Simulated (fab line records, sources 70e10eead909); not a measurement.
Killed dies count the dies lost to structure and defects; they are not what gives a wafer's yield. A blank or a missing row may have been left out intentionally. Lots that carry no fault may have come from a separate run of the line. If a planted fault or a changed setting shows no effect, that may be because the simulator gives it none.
Struck lot and sound lot, side by side    flow nand_harc    17 out of 1159 route steps
Sound: wafers L232.3, L232.4, L232.6. Wafers L237.2, L237.3, L237.4 were the ones struck. Last of all comes the cause.
Per side, at each step with rows, come the tool, then ch with its chambers, and then its first start. Under that, the readings that differ: sound wafers    struck wafers    difference of the means    sigmas: that difference in standard deviations of wafers without a fault.
alike: words and numbers the same on both sides, and readings whose means are apart by under 2 such deviations; not compared: readings that were withheld, readings missing a value for some wafer, numbers with overlapping values and no deviation given by the record, and bounds like >300 which may hide the same value.
The two part at a step that has a row with sigmas, a row that says differs or no value, or rows on one side only. When numbers do not overlap yet have no deviation, they are printed without sigmas and do not part them. A reading missing from all wafers of one side parts the sides only when that side holds two or more wafers.

first, 2 steps without rows for these wafers: NHARC_P_STI_SRD_39; NHARC_P_STI_OXIDE_40 (material SiO2, target thk 10 nm, ox time 1362 s).
NHARC_P_STI_INSPECT_25:
  struck on defect_inspect-01, day 5 19:13; sound on defect_inspect-02, day 4 12:03
  alike: raw_defect_count
then, 9 steps without rows for these wafers: NHARC_P_GATE_ETCH_69 (etches SiO2 in dHF, target depth 14 nm); NHARC_P_GATE_PRECLEAN_70 (cleans in SC1); NHARC_P_GATE_SRD_01; NHARC_P_GATE_OXIDE_02 (material SiO2, target thk 37.5 nm, ox time 365 s); NHARC_P_GATE_DEHYDRATE_03 (time 120 s); NHARC_P_GATE_HMDS_04 (time 30 s); NHARC_P_GATE_COAT_05; NHARC_P_GATE_SOFTBAKE_06 (time 95 s); NHARC_P_GATE_EBR_07.
NHARC_P_GATE_EXPOSE_08: exposes mask P HV.
  sound on krf_scanner-03 ch 0, day 4 20:40; struck on krf_scanner-02 ch 0, day 6 04:04
reading             sound                 struck                   difference  sigmas
mask                P_HV#0 P_HV#0 P_HV#0  P_PSD#0 P_PSD#0 P_PSD#0  differs     
reticle_temp_C (C)  22.78 22.84 22.97     23.07 23.12 23.16        +0.25       +2
then, 2 steps without rows for these wafers: NHARC_P_GATE_PEB_09 (peb time 85 s); NHARC_P_GATE_DEVELOP_10 (time 70 s).
NHARC_P_GATE_CD_MEAS_11: the cd target is 1640 nm.
  sound on cd_sem-01 ch 0, day 4 20:49; struck on cd_sem-01 ch 0, day 6 04:13
reading     sound                 struck  difference                     sigmas
cd_nm (nm)  1638.0 1638.3 1638.7  - - -   no value on the struck wafers  
then, 1 step without rows for these wafers: NHARC_P_GATE_HARDBAKE_12 (time 80 s).

## WHERE THEY PART
At NHARC_P_GATE_EXPOSE_08 first; at NHARC_P_GATE_CD_MEAS_11 last (within this record only).

WHY: the cause the simulator had injected
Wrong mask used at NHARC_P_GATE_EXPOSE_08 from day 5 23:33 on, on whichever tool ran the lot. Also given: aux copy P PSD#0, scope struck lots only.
